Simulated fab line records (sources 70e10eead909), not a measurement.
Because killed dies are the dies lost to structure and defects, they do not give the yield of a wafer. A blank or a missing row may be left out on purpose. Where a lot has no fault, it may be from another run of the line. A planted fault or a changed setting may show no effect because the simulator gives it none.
fab line records | flow nand_harc
record lots=7 | wafers=21 | last_day=23
route steps=1159 shown A_SLIT@784
lots with no fault: from the same line, run without faults
start_h: the number of hours between the record's first day and the start of the first shown wafer of the lot | wait_h: hours from the lot's prior step to this one | " the same as in the row above | L1.1+2: several wafers, shown together as one row | - value missing, or start not given | * or withheld: withheld | < > ~ a bound
route shown NAME@n: a module of which the file shows steps, and the number in the route of the first | usual: the fault-free wafers' mean and standard deviation | same: alike in all rows | chamber/n: place in a boat | sites: per-site readings | _std_site: the values' standard deviation | _edge_site: mean of outer sites minus mean of inner sites | radius_mm: how far each site lies from the wafer's centre | mask NAME#n: copy n | behind: the tool/chamber that last shaped the wafer | hold: why the lot went on hold/how many hours it stayed there/how the hold came to an end | device: whichever transistor did not switch (one of n, p or np) | end of line: tests run on the same wafers once the route is complete | where a step has no rows: the recipe by itself | killed: not the wafer's yield, but the dies lost to structure and defects at the first sort | map: a wafer's dies, x killed, . not, _ none there
set.NAME: the setting that was run; set.NAME@STEP: the one run at that earlier step | model.NAME: the simulator's own value behind a step, which no gauge read
lots at selected steps of the route; one table per step, one row per wafer
services: a tool's chamber out of use, with start hour (start_h, from the record's first day; less than 0 if before it), hours out, and reason
## steps
# step NHARC_A_SLIT_COAT_03
# recipe spin_rpm=1500 | resist_thk_nm=90
# step NHARC_A_SLIT_SOFTBAKE_04
# recipe temp_c=105 | time_s=55
# step NHARC_A_SLIT_EBR_05
# step NHARC_A_SLIT_EXPOSE_06
# recipe na=1.35 | dose_mj=60.82 | mask_id=SLIT
# step NHARC_A_SLIT_PEB_07
# recipe peb_temp_c=100 | peb_time_s=65
# step NHARC_A_SLIT_DEVELOP_08
# recipe develop_time_s=35 | dev_temp_c=23
# step NHARC_A_SLIT_CD_MEAS_09
# recipe target_cd_nm=300 | landing_energy_ev=500
# usual cd_nm=300.0/0.57
lot.wafer | tool      | chamber | start_h | wait_h | cd_nm
L423.2    | cd_sem-02 | 0       | 330.67  | -      | 300.6
L423.3    | "         | 0       | "       | "      | 300.0
L423.5    | "         | 0       | "       | "      | 301.0
L426.1    | cd_sem-02 | 0       | 343.06  | -      | 301.3
L426.2    | "         | 0       | "       | "      | 299.5
L426.4    | "         | 0       | "       | "      | 299.8
L430.1    | cd_sem-01 | 0       | 360.29  | -      | 299.4
L430.4    | "         | 0       | "       | "      | 300.3
L430.6    | "         | 0       | "       | "      | 300.7
L433.1    | cd_sem-03 | 0       | 375.30  | -      | 299.7
L433.3    | "         | 0       | "       | "      | 300.2
L433.5    | "         | 0       | "       | "      | 299.3
L434.1    | cd_sem-03 | 0       | 394.94  | -      | 299.9
L434.2    | "         | 0       | "       | "      | 300.3
L434.3    | "         | 0       | "       | "      | 299.7
L438.2    | cd_sem-01 | 0       | 403.21  | -      | 300.9
L438.3    | "         | 0       | "       | "      | 300.1
L438.6    | "         | 0       | "       | "      | 301.5
L441.1    | cd_sem-02 | 0       | 423.69  | -      | 299.6
L441.2    | "         | 0       | "       | "      | 299.3
L441.6    | "         | 0       | "       | "      | 299.4
# step NHARC_A_SLIT_OVL_MEAS_10
# usual overlay_x_nm=0.3/0.77 | overlay_y_nm=0.1/0.75
lot.wafer | tool       | chamber | start_h | wait_h | overlay_x_nm | overlay_y_nm
L423.2    | overlay-01 | -       | 330.75  | -      | 1.7          | -1.5
L423.3    | "          | -       | "       | "      | 2.1          | -1.3
L423.5    | "          | -       | "       | "      | 2.0          | -1.0
L426.1    | overlay-02 | -       | 343.15  | -      | 1.2          | 0.9
L426.2    | "          | -       | "       | "      | 1.2          | 0.8
L426.4    | "          | -       | "       | "      | 0.7          | 0.0
L430.1    | overlay-01 | -       | 360.38  | -      | 1.2          | 0.3
L430.4    | "          | -       | "       | "      | 0.8          | -0.1
L430.6    | "          | -       | "       | "      | 0.7          | 0.0
L433.1    | overlay-01 | -       | 375.39  | -      | 1.3          | -0.1
L433.3    | "          | -       | "       | "      | 1.3          | 0.3
L433.5    | "          | -       | "       | "      | 0.7          | -0.4
L434.1    | overlay-01 | -       | 395.03  | -      | -0.3         | -0.9
L434.2    | "          | -       | "       | "      | -0.4         | -0.6
L434.3    | "          | -       | "       | "      | -0.3         | -0.2
L438.2    | overlay-01 | -       | 403.29  | -      | 0.7          | 0.9
L438.3    | "          | -       | "       | "      | 0.8          | 1.1
L438.6    | "          | -       | "       | "      | 1.1          | 1.3
L441.1    | overlay-02 | -       | 423.77  | -      | 0.8          | 0.2
L441.2    | "          | -       | "       | "      | 0.4          | -0.5
L441.6    | "          | -       | "       | "      | 0.3          | -0.1
# step NHARC_A_SLIT_INSPECT_11
# usual raw_defect_count=22/9.3
lot.wafer | tool              | chamber | start_h | wait_h | raw_defect_count
L423.2    | defect_inspect-02 | -       | 330.79  | 0.0    | 31
L423.3    | "                 | -       | "       | "      | 20
L423.5    | "                 | -       | "       | "      | 27
L426.1    | defect_inspect-01 | -       | 343.19  | 0.0    | 17
L426.2    | "                 | -       | "       | "      | 26
L426.4    | "                 | -       | "       | "      | 20
L430.1    | defect_inspect-01 | -       | 360.41  | 0.0    | 9
L430.4    | "                 | -       | "       | "      | 8
L430.6    | "                 | -       | "       | "      | 14
L433.1    | defect_inspect-02 | -       | 375.42  | 0.0    | 20
L433.3    | "                 | -       | "       | "      | 14
L433.5    | "                 | -       | "       | "      | 16
L434.1    | defect_inspect-02 | -       | 395.06  | 0.0    | 15
L434.2    | "                 | -       | "       | "      | 14
L434.3    | "                 | -       | "       | "      | 19
L438.2    | defect_inspect-02 | -       | 403.33  | 0.0    | 33
L438.3    | "                 | -       | "       | "      | 34
L438.6    | "                 | -       | "       | "      | 39
L441.1    | defect_inspect-02 | -       | 423.81  | 0.0    | 17
L441.2    | "                 | -       | "       | "      | 10
L441.6    | "                 | -       | "       | "      | 17
# step NHARC_A_SLIT_DESCUM_14
# recipe time_s=3 | o2_flow_sccm=200 | ar_flow_sccm=0 | bias_power_w=0 | chemistry=O2
# usual drypump_motor_current_A=5.7/0.37 | oes_product_au=1.003/0.0096 | rf_vpp_V=57.6/0.99 | showerhead_plenum_p_Torr=1.89/0.07 | throttle_valve_pct=11.311/0.0087
lot.wafer | tool        | chamber | start_h | wait_h | drypump_motor_current_A | oes_product_au | rf_hours_counter_h | rf_vpp_V | showerhead_plenum_p_Torr | throttle_valve_pct
L423.2    | rie_diel-03 | 0       | 330.87  | 0.1    | 5.8                     | 0.997          | 7                  | 58.0     | 1.90                     | 11.291
L423.3    | "           | 1       | "       | "      | 6.1                     | 1.010          | 7                  | 57.1     | 1.98                     | 11.318
L423.5    | "           | 2       | "       | "      | 6.0                     | 0.999          | -                  | 57.6     | 1.84                     | 11.299
L426.4    | rie_diel-03 | 2       | 343.27  | 0.1    | 6.0                     | 1.001          | 9                  | 57.6     | 1.84                     | 11.322
L426.2    | "           | 3       | "       | "      | 5.6                     | 1.021          | 9                  | 58.2     | 2.03                     | 11.319
L426.1    | "           | 0       | "       | "      | 5.9                     | 0.987          | 9                  | 56.4     | 1.90                     | 11.304
L430.1    | rie_diel-07 | 1       | 360.48  | 0.1    | 6.0                     | 0.997          | 7                  | 57.6     | 1.81                     | 11.308
L430.4    | "           | 0       | "       | "      | 6.0                     | 1.014          | 9                  | 58.0     | 1.88                     | 11.294
L430.6    | "           | 2       | "       | "      | 5.2                     | 0.996          | -                  | 57.9     | 1.85                     | 11.312
L433.3    | rie_diel-03 | 2       | 375.50  | 0.1    | 6.0                     | 0.989          | 12                 | 56.6     | 1.83                     | 11.320
L433.1    | "           | 3       | "       | "      | 5.5                     | 1.014          | 12                 | 58.1     | 2.03                     | 11.312
L433.5    | "           | 1       | "       | "      | 6.2                     | 1.018          | -                  | 57.9     | 1.98                     | 11.305
L434.1    | rie_diel-05 | 0       | 395.13  | 0.1    | 5.4                     | 0.981          | 2                  | 57.8     | 1.93                     | 11.323
L434.2    | "           | 1       | "       | "      | 5.1                     | 1.004          | 3                  | 57.7     | 1.79                     | 11.318
L434.3    | "           | 2       | "       | "      | 5.8                     | 1.002          | 4                  | 56.9     | 1.86                     | 11.319
L438.3    | rie_diel-07 | 0       | 403.39  | 0.1    | 6.0                     | 1.017          | 11                 | 57.6     | 1.88                     | 11.308
L438.2    | "           | 3       | "       | "      | 5.0                     | 0.999          | 11                 | 59.2     | 1.94                     | 11.311
L438.6    | "           | 0       | "       | "      | 6.1                     | 1.020          | -                  | 57.6     | 1.88                     | 11.292
L441.1    | rie_diel-05 | 0       | 423.88  | 0.1    | 5.4                     | 0.997          | 5                  | 58.1     | 1.93                     | 11.323
L441.2    | "           | 2       | "       | "      | 5.7                     | 1.007          | 6                  | 57.9     | 1.86                     | 11.307
L441.6    | "           | 0       | "       | "      | 5.4                     | 0.993          | -                  | 56.5     | 1.93                     | 11.309
# step NHARC_A_SLIT_ETCH_24
# recipe target_depth_a=1210 | time_s=60.5 | cf4_flow_sccm=100 | chf3_flow_sccm=30 | ar_flow_sccm=0 | rf_w=500 | bias_w=200 | chemistry=CF4/CHF3
# usual drypump_motor_current_A=5.7/0.37 | oes_product_au=0.963/0.018 | rf_vpp_V=370.2/2.1 | showerhead_plenum_p_Torr=1.56/0.055 | throttle_valve_pct=16.802/0.0088
lot.wafer | tool        | chamber | start_h | wait_h | drypump_motor_current_A | oes_product_au | rf_hours_counter_h | rf_vpp_V | showerhead_plenum_p_Torr | throttle_valve_pct
L423.2    | rie_diel-03 | 0       | 330.94  | 0.1    | 5.9                     | 0.981          | 7                  | 369.6    | 1.56                     | 16.814
L423.3    | "           | 1       | "       | "      | 6.2                     | 0.983          | 7                  | 370.4    | 1.62                     | 16.788
L423.5    | "           | 0       | "       | "      | 5.9                     | 0.968          | -                  | 370.1    | 1.56                     | 16.800
L426.1    | rie_diel-03 | 0       | 343.35  | 0.1    | 5.9                     | 0.978          | 9                  | 370.5    | 1.56                     | 16.787
L426.4    | "           | 1       | "       | "      | 6.1                     | 0.965          | 9                  | 372.1    | 1.62                     | 16.798
L426.2    | "           | 3       | "       | "      | 5.5                     | 0.989          | 9                  | 373.7    | 1.66                     | 16.799
L430.4    | rie_diel-07 | 2       | 360.56  | 0.1    | 5.2                     | 0.928          | 8                  | 369.2    | 1.52                     | 16.818
L430.1    | "           | 1       | "       | "      | 6.0                     | 0.926          | 7                  | 368.3    | 1.50                     | 16.796
L430.6    | "           | 3       | "       | "      | 5.0                     | 0.923          | -                  | 371.6    | 1.59                     | 16.820
L433.1    | rie_diel-03 | 2       | 375.57  | 0.1    | 6.0                     | 0.920          | 12                 | 369.1    | 1.51                     | 16.805
L433.3    | "           | 3       | "       | "      | 5.5                     | 0.941          | 12                 | 372.4    | 1.66                     | 16.805
L433.5    | "           | 2       | "       | "      | 6.0                     | 0.918          | -                  | 369.0    | 1.51                     | 16.802
L434.2    | rie_diel-05 | 3       | 395.21  | 0.1    | 5.9                     | 0.957          | 3                  | 368.9    | 1.52                     | 16.795
L434.3    | "           | 0       | "       | "      | 5.4                     | 0.972          | 2                  | 371.4    | 1.59                     | 16.792
L434.1    | "           | 2       | "       | "      | 5.7                     | 0.979          | 4                  | 370.5    | 1.53                     | 16.792
L438.3    | rie_diel-07 | 0       | 403.53  | 0.1    | 6.0                     | 0.958          | 11                 | 369.2    | 1.54                     | 16.812
L438.2    | "           | 1       | "       | "      | 5.9                     | 0.950          | 10                 | 369.4    | 1.49                     | 16.809
L438.6    | "           | 0       | "       | "      | 6.1                     | 0.957          | -                  | 368.9    | 1.54                     | 16.795
L441.1    | rie_diel-05 | 1       | 423.96  | 0.1    | 5.0                     | 0.943          | 6                  | 367.4    | 1.48                     | 16.815
L441.2    | "           | 2       | "       | "      | 5.8                     | 0.948          | 6                  | 369.7    | 1.53                     | 16.806
L441.6    | "           | 0       | "       | "      | 5.4                     | 0.942          | -                  | 370.4    | 1.59                     | 16.806
# step NHARC_A_SLIT_ETCH_15
# recipe target_depth_a=32000 | over_etch_frac=0.3 | time_s=832 | ion_energy_ev=150 | o2_flow_sccm=400 | cos_flow_sccm=20 | ar_flow_sccm=0 | rf_w=500 | bias_w=300 | chemistry=O2/COS
# usual drypump_motor_current_A=5.7/0.37 | oes_product_au=1.002/0.0096 | rf_vpp_V=313.7/1.9 | showerhead_plenum_p_Torr=3.09/0.11 | throttle_valve_pct=28.331/0.0093
lot.wafer | tool        | chamber | start_h | wait_h | drypump_motor_current_A | oes_product_au | rf_hours_counter_h | rf_vpp_V | showerhead_plenum_p_Torr | throttle_valve_pct
L423.2    | rie_diel-03 | 1       | -       | -      | 6.2                     | 0.997          | 7                  | 316.6    | 3.22                     | 28.322
L423.3    | "           | 2       | "       | "      | 6.0                     | 0.990          | 8                  | 312.0    | 3.00                     | 28.323
L423.5    | "           | 1       | "       | "      | 6.1                     | 1.018          | -                  | 315.9    | 3.22                     | 28.331
L426.2    | rie_diel-03 | 0       | -       | -      | 5.9                     | 1.001          | 9                  | 313.9    | 3.10                     | 28.311
L426.1    | "           | 1       | "       | "      | 6.2                     | 1.008          | 9                  | 317.0    | 3.22                     | 28.342
L426.4    | "           | 2       | "       | "      | 6.0                     | 0.999          | 9                  | 314.3    | 3.00                     | 28.326
L430.4    | rie_diel-07 | 1       | -       | -      | 5.9                     | 1.003          | 8                  | 311.9    | 2.97                     | 28.344
L430.1    | "           | 2       | "       | "      | 5.2                     | 1.003          | 8                  | 312.8    | 3.02                     | 28.335
L430.6    | "           | 0       | "       | "      | 6.1                     | 1.008          | -                  | 313.9    | 3.06                     | 28.315
L433.3    | rie_diel-03 | 1       | -       | -      | 6.1                     | 1.006          | 12                 | 315.7    | 3.22                     | 28.310
L433.1    | "           | 2       | "       | "      | 6.0                     | 1.001          | 12                 | 312.8    | 3.00                     | 28.315
L433.5    | "           | 0       | "       | "      | 5.9                     | 1.004          | -                  | 314.7    | 3.09                     | 28.322
L434.3    | rie_diel-05 | 3       | -       | -      | 5.9                     | 0.995          | 4                  | 313.2    | 3.02                     | 28.341
L434.2    | "           | 0       | "       | "      | 5.4                     | 0.994          | 3                  | 313.3    | 3.15                     | 28.349
L434.1    | "           | 1       | "       | "      | 5.1                     | 1.012          | 4                  | 310.3    | 2.93                     | 28.328
L438.3    | rie_diel-07 | 3       | -       | -      | 5.0                     | 0.998          | 11                 | 314.0    | 3.16                     | 28.330
L438.2    | "           | 0       | "       | "      | 6.1                     | 1.023          | 11                 | 312.3    | 3.06                     | 28.324
L438.6    | "           | 3       | "       | "      | 5.0                     | 0.998          | -                  | 314.8    | 3.16                     | 28.343
L441.1    | rie_diel-05 | 3       | -       | -      | 5.9                     | 0.995          | 6                  | 311.9    | 3.02                     | 28.336
L441.2    | "           | 0       | "       | "      | 5.4                     | 0.994          | 5                  | 313.0    | 3.15                     | 28.345
L441.6    | "           | 3       | "       | "      | 5.9                     | 0.993          | -                  | 311.9    | 3.02                     | 28.333
# step NHARC_A_SLIT_ETCH_17
# recipe bias_v=900 | source_w=withheld | pressure_mtorr=20 | ar_flow_sccm=375 | c4f8_flow_sccm=83.3 | o2_flow_sccm=41.7 | time_s=1687.5 | target_depth_a=1.01e+05 | chemistry=C4F8/O2/Ar
# usual drypump_motor_current_A=6.0/0.32 | showerhead_plenum_p_Torr=3.69/0.077 | throttle_valve_pct=32.045/0.0099
lot.wafer | tool        | chamber | start_h | wait_h | drypump_motor_current_A | rf_hours_counter_h | showerhead_plenum_p_Torr | throttle_valve_pct | model.A_SLIT.cd_nm
L423.2    | har_etch-02 | 1       | 334.64  | -      | 6.2                     | 172                | 3.77                     | 32.041             | 289.8
L423.3    | "           | 1       | "       | "      | 6.2                     | -                  | 3.77                     | 32.053             | 289.8
L423.5    | "           | 1       | "       | "      | 6.2                     | -                  | 3.77                     | 32.045             | 289.8
L426.1    | har_etch-01 | 1       | 344.03  | -      | 5.4                     | 10                 | 3.60                     | 32.044             | 289.8
L426.2    | "           | 0       | "       | "      | 6.2                     | 10                 | 3.79                     | 32.044             | 289.8
L426.4    | "           | 1       | "       | "      | 5.4                     | -                  | 3.60                     | 32.042             | 289.8
L430.1    | har_etch-01 | 0       | 362.93  | -      | 6.2                     | 15                 | 3.79                     | 32.056             | 289.5
L430.4    | "           | 0       | "       | "      | 6.2                     | -                  | 3.79                     | 32.058             | 289.5
L430.6    | "           | 1       | "       | "      | 5.4                     | -                  | 3.60                     | 32.041             | 289.5
L433.1    | har_etch-02 | 1       | 378.82  | -      | 6.2                     | 199                | 3.75                     | 32.063             | 290.4
L433.3    | "           | 1       | "       | "      | 6.3                     | -                  | 3.75                     | 32.052             | 290.4
L433.5    | "           | 1       | "       | "      | 6.2                     | -                  | 3.75                     | 32.048             | 290.4
L434.2    | har_etch-02 | 0       | 397.28  | -      | 6.0                     | 206                | 3.63                     | 32.053             | 289
L434.1    | "           | 1       | "       | "      | 6.2                     | 206                | 3.75                     | 32.041             | 287.4
L434.3    | "           | 0       | "       | "      | 6.0                     | -                  | 3.63                     | 32.041             | 289
L438.2    | har_etch-02 | 0       | 405.14  | -      | 6.0                     | 211                | 3.62                     | 32.048             | 290.1
L438.3    | "           | 1       | "       | "      | 6.2                     | -                  | 3.75                     | 32.030             | 288.1
L438.6    | "           | 0       | "       | "      | 6.0                     | -                  | 3.62                     | 32.032             | 290.1
L441.1    | har_etch-02 | 0       | 424.65  | -      | 6.0                     | 214                | 3.62                     | 32.033             | 289.2
L441.2    | "           | 1       | "       | "      | 6.3                     | 214                | 3.75                     | 32.060             | 287.3
L441.6    | "           | 1       | "       | "      | 6.2                     | -                  | 3.75                     | 32.035             | 287.3
# step NHARC_A_SLIT_ETCH_26
# recipe bias_v=400 | source_w=2000 | pressure_mtorr=25 | time_s=90 | ar_flow_sccm=375 | c4f8_flow_sccm=41.7 | o2_flow_sccm=83.3 | target_depth_a=4000 | chemistry=C4F8/O2/Ar
# usual bias_v=400/3.8 | drypump_motor_current_A=6.0/0.32 | showerhead_plenum_p_Torr=3.72/0.079 | throttle_valve_pct=27.621/0.0094
lot.wafer | tool        | chamber | start_h | wait_h | bias_v | drypump_motor_current_A | rf_hours_counter_h | showerhead_plenum_p_Torr | throttle_valve_pct
L423.2    | har_etch-02 | 1       | 335.91  | 1.0    | 399    | 6.2                     | 173                | 3.80                     | 27.600
L423.3    | "           | 1       | "       | "      | 398    | 6.2                     | -                  | 3.80                     | 27.608
L423.5    | "           | 1       | "       | "      | 399    | 6.2                     | -                  | 3.80                     | 27.630
L426.1    | har_etch-01 | 1       | 345.52  | 1.2    | 401    | 5.4                     | 11                 | 3.63                     | 27.628
L426.2    | "           | 0       | "       | "      | 400    | 6.2                     | 11                 | 3.83                     | 27.637
L426.4    | "           | 1       | "       | "      | 398    | 5.4                     | -                  | 3.63                     | 27.628
L430.1    | har_etch-01 | 0       | 364.41  | 1.2    | 396    | 6.3                     | 16                 | 3.83                     | 27.626
L430.4    | "           | 0       | "       | "      | 406    | 6.3                     | -                  | 3.83                     | 27.623
L430.6    | "           | 1       | "       | "      | 396    | 5.4                     | -                  | 3.63                     | 27.630
L433.1    | har_etch-02 | 1       | 380.29  | 1.2    | 395    | 6.2                     | 200                | 3.79                     | 27.634
L433.3    | "           | 1       | "       | "      | 397    | 6.3                     | -                  | 3.79                     | 27.621
L433.5    | "           | 1       | "       | "      | 397    | 6.2                     | -                  | 3.79                     | 27.616
L434.2    | har_etch-02 | 0       | 398.77  | 1.2    | 406    | 6.0                     | 207                | 3.66                     | 27.605
L434.1    | "           | 1       | "       | "      | 397    | 6.3                     | 207                | 3.78                     | 27.604
L434.3    | "           | 0       | "       | "      | 409    | 6.0                     | -                  | 3.66                     | 27.626
L438.2    | har_etch-02 | 0       | 406.63  | 1.2    | 399    | 5.9                     | 212                | 3.66                     | 27.611
L438.3    | "           | 1       | "       | "      | 399    | 6.2                     | -                  | 3.78                     | 27.629
L438.6    | "           | 0       | "       | "      | 400    | 6.0                     | -                  | 3.65                     | 27.615
L441.1    | har_etch-02 | 0       | 426.12  | 1.2    | 399    | 6.0                     | 215                | 3.65                     | 27.643
L441.2    | "           | 1       | "       | "      | 394    | 6.2                     | 215                | 3.78                     | 27.621
L441.6    | "           | 1       | "       | "      | 392    | 6.2                     | -                  | 3.78                     | 27.608
## services
tool        | chamber | start_h | hours | kind
rie_diel-03 | 0       | 322.30  | -     | clean
rie_diel-03 | 1       | 322.30  | -     | clean
rie_diel-03 | 2       | 322.30  | -     | clean
rie_diel-03 | 3       | 322.30  | -     | clean
har_etch-01 | -       | 324.47  | 1.0   | repair
rie_diel-05 | 3       | 336.36  | 1.9   | repair
rie_diel-05 | -       | 340.60  | 9.0   | pm
rie_diel-07 | 3       | 343.07  | 6.3   | repair
rie_diel-03 | 0       | 346.88  | -     | clean
rie_diel-03 | 1       | 346.88  | -     | clean
rie_diel-03 | 2       | 346.88  | -     | clean
rie_diel-03 | 3       | 346.88  | -     | clean
har_etch-01 | -       | 354.86  | 6.0   | repair
rie_diel-05 | 0       | 358.66  | 9.7   | repair
rie_diel-03 | 0       | 371.56  | -     | clean
rie_diel-03 | 1       | 371.56  | -     | clean
rie_diel-03 | 2       | 371.56  | -     | clean
rie_diel-03 | 3       | 371.56  | -     | clean
rie_diel-07 | 2       | 391.26  | 17.1  | repair
rie_diel-03 | -       | 392.30  | 9.0   | pm
rie_diel-03 | 0       | 392.30  | 9.0   | vent_cycle
rie_diel-03 | 1       | 392.30  | 9.0   | vent_cycle
rie_diel-03 | 2       | 392.30  | 9.0   | vent_cycle
rie_diel-07 | -       | 405.20  | 9.0   | pm
## key
first_sign none at tools or gauges
model_effect step=NHARC_A_SLIT_ETCH_17 | value=A_SLIT.cd_nm | without=289.4 | struck=287.5
met_at NHARC_A_SLIT_ETCH_17
struck_wafers L434.1,L438.3,L441.2,L441.6
tester_left_out L434,L438,L441
onset_between 378.82 397.28
fault kind=process_parameter_drift | tool=har_etch-02 | chamber=1 | onset_h=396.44 | steps=NHARC_A_SLIT_ETCH_17 | channel=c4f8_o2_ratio | offset=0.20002 | shape=step | end_h=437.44 | acts_in=these_recipes_only | stated=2
# tester_left_out: of these lots the tester's yield and bins aren't shown, on N5 and GAA mostly nor the transistor test; their killed dies are dies lost to structure and defects alone, not to doping, threshold or leakage, so they don't give the yield
